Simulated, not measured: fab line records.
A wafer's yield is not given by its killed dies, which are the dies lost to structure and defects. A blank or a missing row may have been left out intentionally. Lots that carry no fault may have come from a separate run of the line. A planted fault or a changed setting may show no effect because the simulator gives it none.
Split-lot study | flow n5_finfet | 39 wafers read from 7 lots, route of 1938 steps

## ON THE SPLIT
At N5_FIN_SAQP_EXPOSE_13 (exposes mask FIN CORE, target cd 35.6 nm), the setting dose_mj was moved away from the recipe's 63.25 on 18 of the 39 wafers read, by -6.3% to +6.4%. For the rest of the wafers, this setting stayed at what the recipe calls for.

## FROM THE SPLIT TO THE READING: what the file shows between them, 2 steps
- N5_FIN_SAQP_PEB_14: peb time 60 s
- N5_FIN_SAQP_DEVELOP_15: develop time 30 s

## THE READING
cd_nm (nm) at N5_FIN_SAQP_CD_MEAS_16, where the cd target is 35.6 nm. Typical for fault-free wafers on this fab line: 35.54 nm, with standard deviation 0.3 nm.

wafer  | tool, chamber at the split | dose_mj as run | against the recipe | cd_nm, nm | against lot-mates on the recipe
L077.1 | arfi_scanner-01, 0         | 63.25          | recipe             | 35.43     | -
L077.2 | arfi_scanner-01, 0         | 66.61          | +5.3%              | 33.88     | -1.83
L077.3 | arfi_scanner-01, 0         | 63.25          | recipe             | 36.15     | -
L077.4 | arfi_scanner-01, 0         | 66.61          | +5.3%              | 34.33     | -1.38
L077.5 | arfi_scanner-01, 0         | 63.25          | recipe             | 35.55     | -
L077.6 | arfi_scanner-01, 0         | 66.61          | +5.3%              | 34.37     | -1.34
L078.1 | arfi_scanner-01, 0         | 63.25          | recipe             | 35.51     | -
L078.2 | arfi_scanner-01, 0         | 63.25          | recipe             | 35.02     | -
L078.3 | arfi_scanner-01, 0         | 59.78          | -5.5%              | 37.12     | +1.79
L078.4 | arfi_scanner-01, 0         | 59.78          | -5.5%              | 36.77     | +1.44
L078.5 | arfi_scanner-01, 0         | 63.25          | recipe             | 35.46     | -
L078.6 | arfi_scanner-01, 0         | 59.78          | -5.5%              | 36.88     | +1.55
L083.1 | arfi_scanner-02, 0         | 63.25          | recipe             | 36.09     | -
L083.2 | arfi_scanner-02, 0         | 60.51          | -4.3%              | 36.87     | +1.11
L083.3 | arfi_scanner-02, 0         | 60.51          | -4.3%              | 36.77     | +1.01
L083.4 | arfi_scanner-02, 0         | 63.25          | recipe             | 35.60     | -
L083.5 | arfi_scanner-02, 0         | 60.51          | -4.3%              | 36.64     | +0.88
L083.6 | arfi_scanner-02, 0         | 63.25          | recipe             | 35.58     | -
L084.1 | arfi_scanner-02, 0         | 63.25          | recipe             | 35.67     | -
L084.2 | arfi_scanner-02, 0         | 63.25          | recipe             | 36.08     | -
L084.3 | arfi_scanner-02, 0         | 61.96          | -2.0%              | 36.33     | +0.41
L084.4 | arfi_scanner-02, 0         | 61.96          | -2.0%              | 35.99     | +0.07
L084.5 | arfi_scanner-02, 0         | 61.96          | -2.0%              | 36.24     | +0.32
L084.6 | arfi_scanner-02, 0         | 63.25          | recipe             | 36.01     | -
L091.1 | arfi_scanner-02, 0         | 63.25          | recipe             | 36.08     | -
L091.2 | arfi_scanner-02, 0         | 59.24          | -6.3%              | 37.53     | +1.61
L091.3 | arfi_scanner-02, 0         | 63.25          | recipe             | 35.60     | -
L091.4 | arfi_scanner-02, 0         | 59.24          | -6.3%              | 37.42     | +1.50
L091.5 | arfi_scanner-02, 0         | 59.24          | -6.3%              | 37.26     | +1.34
L091.6 | arfi_scanner-02, 0         | 63.25          | recipe             | 36.08     | -
L093.1 | arfi_scanner-02, 0         | 67.31          | +6.4%              | 33.63     | -1.77
L093.2 | arfi_scanner-02, 0         | 63.25          | recipe             | 35.58     | -
L093.3 | arfi_scanner-02, 0         | 67.31          | +6.4%              | 33.48     | -1.92
L093.4 | arfi_scanner-02, 0         | 63.25          | recipe             | 35.61     | -
L093.5 | arfi_scanner-02, 0         | 67.31          | +6.4%              | 33.94     | -1.46
L093.6 | arfi_scanner-02, 0         | 63.25          | recipe             | 35.02     | -
L095.1 | arfi_scanner-02, 0         | 63.25          | recipe             | 35.22     | -
L095.3 | arfi_scanner-02, 0         | 63.25          | recipe             | 35.11     | -
L095.4 | arfi_scanner-02, 0         | 63.25          | recipe             | 34.96     | -

THE FIT
A straight line over all 39 wafers: cd_nm changes by -0.276 nm for each +1% of dose_mj; r = -0.95; the points scatter about the line by 0.31 nm.
The same after taking each lot's own level away (the mean of its wafers on the recipe; 39 wafers): -0.261 nm for each +1%; r = -0.97; scatter 0.23 nm.
That fit puts the effect of the largest move of dose_mj on the reading at 1.7 nm.
The lots' own levels span 35.097 to 35.920 nm, that is 2.7 times the standard deviation above.
So the lot-to-lot level changes the slope little: the two slopes agree.
Check: for one of the wafers moved furthest among these (+6.4%), held out of the fit, the line's prediction against its lot-mates is -1.71 nm. It came out at -1.77 nm against them.

## THESE WAFERS: OTHER SPLITS
Other splits were also applied to these wafers ahead of the reading. Each is held against what the fit with the lots' levels taken away leaves over:
other split on the same wafers | wafers away from the commonest value | r with cd_nm (lot level and that fit taken away)
N5_FIN_SAQP_HM_DEP_03 time_s   | 15                                   | -0.24

## FILE'S OWN FIT
cd_nm changes by -0.259 nm for each +1% of dose_mj, r = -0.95.
